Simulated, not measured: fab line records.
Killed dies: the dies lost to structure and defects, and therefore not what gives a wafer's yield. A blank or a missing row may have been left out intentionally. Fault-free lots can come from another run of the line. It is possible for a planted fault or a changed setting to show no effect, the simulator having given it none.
A struck lot beside a sound one -- flow nand-harc -- 39 out of 1159 route steps
Sound: wafers L253.1, L253.3, L253.6. Struck: wafers L262.3, L262.6. The cause is named last.
Order at every step that has rows: each side's tool, ch and its chambers, its first start. Under that, the readings that differ: sound wafers -- struck wafers -- difference of the means -- sigmas: that difference in standard deviations of wafers without a fault.
alike: same words and numbers on both sides, and readings whose means sit less than 2 such deviations apart. not compared: any withheld reading, any reading some wafer has no value for, any bound like >300 that may hide the same value, and any number with overlapping values for which the record gives no deviation.
A row with sigmas, a row that says differs or no value, or rows on one side alone: a step with any of these is where the two part. Numbers that don't overlap but have no deviation are shown without sigmas and don't part them. A reading that every wafer of one side lacks parts them only if that side has two wafers or more.

NHARC_P_CONTACT_ETCH_35: etches the open film in CF4, target depth 39 nm, time 65 s.
  sound on rie-diel-04 ch 1,2,3, day 6 10:49; struck on rie-diel-04 ch 1,2, day 8 18:25
  alike: chamber-pressure-mTorr, drypump-motor-current-A, oes-product-au, rf-vpp-V, showerhead-plenum-p-Torr, throttle-valve-pct
  not compared: rf-hours-counter-h
then, 1 step without rows for these wafers: NHARC_P_CONTACT_ETCH_36 (etches the open film in N2/H2, target depth 260 nm, time 406.25 s).
NHARC_P_CONTACT_ETCH_18: etches the open film in C4F8/O2/Ar, target depth 481 nm, time 240.5 s.
  sound on rie-diel-04 ch 0,1,3; struck on rie-diel-04 ch 1
  alike: chamber-pressure-mTorr, oes-product-au, rf-vpp-V
  not compared: rf-hours-counter-h
then, 2 steps without rows for these wafers: NHARC_P_CONTACT_STRIP_37 (strips in C4F8/O2/Ar); NHARC_P_CONTACT_ETCH_31 (etches the open film in CH3F/O2, target depth 30 nm, time 85.7 s).
NHARC_P_CONTACT_CD_MEAS_19:
  struck on cd-sem-01, day 8 19:13; sound on cd-sem-02, day 6 11:35
  alike: cd-nm
then, 4 steps without rows for these wafers: NHARC_P_CONTACT_STRIP_28 (strips in O2); NHARC_P_CONTACT_STRIP_29 (strips in post etch residue remover, time 1200 s); NHARC_P_CONTACT_DEGAS_38 (time 60 s); NHARC_P_CONTACT_PRE_CLEAN_39 (time 19.5 s).
NHARC_P_CONTACT_PVD_32: deposits Ti, target thk 5 nm, time 17.7 s.
  sound on pvd-sputter-02; struck on pvd-sputter-02
  alike: throttle-valve-pct
then, 1 step without rows for these wafers: NHARC_P_CONTACT_ALD_22 (deposits TiN, target thk 3 nm, pulse time 1 s, ald cycles 150).
NHARC_P_CONTACT_CVD_23: deposits W, target thk 200 nm, time 557 s.
  sound on cvd-w-02 ch 0,1, day 6 18:07; struck on cvd-w-02 ch 0, day 8 20:40
  alike: chamber-pressure-Torr, heater-power-w, throttle-valve-pct
NHARC_P_CONTACT_CMP_24: polishes, t overpolish 30 s, target thk 200 nm.
  sound on cmp-01 ch 0,1,2, day 6 18:47; struck on cmp-02 ch 0,2, day 8 21:07
  alike: motor-current-A, overpolish-run-s, time-to-endpoint-s
then, 10 steps without rows for these wafers: NHARC_P_CONTACT_SRD_26; NHARC_P_M0_DEHYDRATE_01 (time 120 s); NHARC_P_M0_HMDS_02 (time 30 s); NHARC_P_M0_COAT_33 (time 65 s); NHARC_P_M0_COAT_03 (resist thk 90 nm); NHARC_P_M0_SOFTBAKE_04 (time 55 s); NHARC_P_M0_EBR_05; NHARC_P_M0_EXPOSE_06 (exposes mask P M0, target cd 90 nm); NHARC_P_M0_PEB_07 (peb time 65 s); NHARC_P_M0_DEVELOP_08 (develop time 35 s).
NHARC_P_M0_CD_MEAS_09: target cd 90 nm.
  sound on cd-sem-01 ch 0, day 6 19:57; struck on cd-sem-03 ch 0, day 9 01:23
  alike: cd-nm
NHARC_P_M0_OVL_MEAS_10: pitch 180 nm.
  struck on overlay-02, day 9 01:28; sound on overlay-02, day 6 20:02
reading,sound,struck,difference,sigmas
overlay-y-nm (nm),0.4 0.4 0.4,-2.0 -2.1,-2.4,-3
  alike: overlay-x-nm
then, 2 steps without rows for these wafers: NHARC_P_M0_ETCH_34 (etches the open film in N2/H2, target depth 40 nm, overetch 12 nm, time 43.94 s); NHARC_P_M0_ETCH_15 (etches the open film in C4F8/Ar, target depth 150 nm, overetch 15 nm, time 82.5 s).
NHARC_P_M0_CD_MEAS_16:
  struck on cd-sem-02, day 9 09:09; sound on cd-sem-01, day 6 20:28
  alike: cd-nm
then, 3 steps without rows for these wafers: NHARC_P_M0_STRIP_18 (strips in N2/H2); NHARC_P_M0_STRIP_19 (strips in post etch residue remover, time 600 s); NHARC_P_M0_DEGAS_28 (time 60 s).
NHARC_P_M0_PRE_CLEAN_29: time 30 s.
  sound on pvd-sputter-03; struck on pvd-sputter-02
  alike: heater-power-w
then, 4 steps without rows for these wafers: NHARC_P_M0_PVD_20 (deposits TaN, target thk 5 nm, time 8.06 s); NHARC_P_M0_PVD_21 (deposits Cu, target thk 30 nm, time 20.49 s); NHARC_P_M0_ECD_22 (material Cu, target thk 400 nm); NHARC_P_M0_ANNEAL_30 (time 90 s).
-- the record jumps here: 3 days lie between the struck wafers' starts before and after (it left off in module P_M0 and takes up again in module A_CHANNEL_HOLE_D1, whose first step shown is number 465 of the route) --
NHARC_A_CHANNEL_HOLE_D1_DESCUM_15: chemistry O2, time 3 s.
  sound on rie-diel-03 ch 1, day 9 08:28; struck on rie-diel-10 ch 1,3, day 12 06:14
reading,sound,struck,difference,sigmas
model.A_CHANNEL_HOLE_D1.cd-nm (nm),100.6 100.4 100.3,99.59 100,-0.64,
  alike: chamber-pressure-mTorr, drypump-motor-current-A, oes-product-au, rf-vpp-V, showerhead-plenum-p-Torr, throttle-valve-pct
  not compared: rf-hours-counter-h
-- record jumps: 12 days between struck wafers' starts before vs after; left off in module A_CHANNEL_HOLE_D1, resumes in module END, first step shown is number 1159 of the route --
NHARC_END_SORT_01:
  the record has rows for the struck wafers here (prober-02 ch 0, day 23 20:01) and none for the sound ones

WHERE THEY PART
Earliest at NHARC_P_M0_OVL_MEAS_10; latest, in this record, at NHARC_END_SORT_01.

WHY: what had been put in by the simulator
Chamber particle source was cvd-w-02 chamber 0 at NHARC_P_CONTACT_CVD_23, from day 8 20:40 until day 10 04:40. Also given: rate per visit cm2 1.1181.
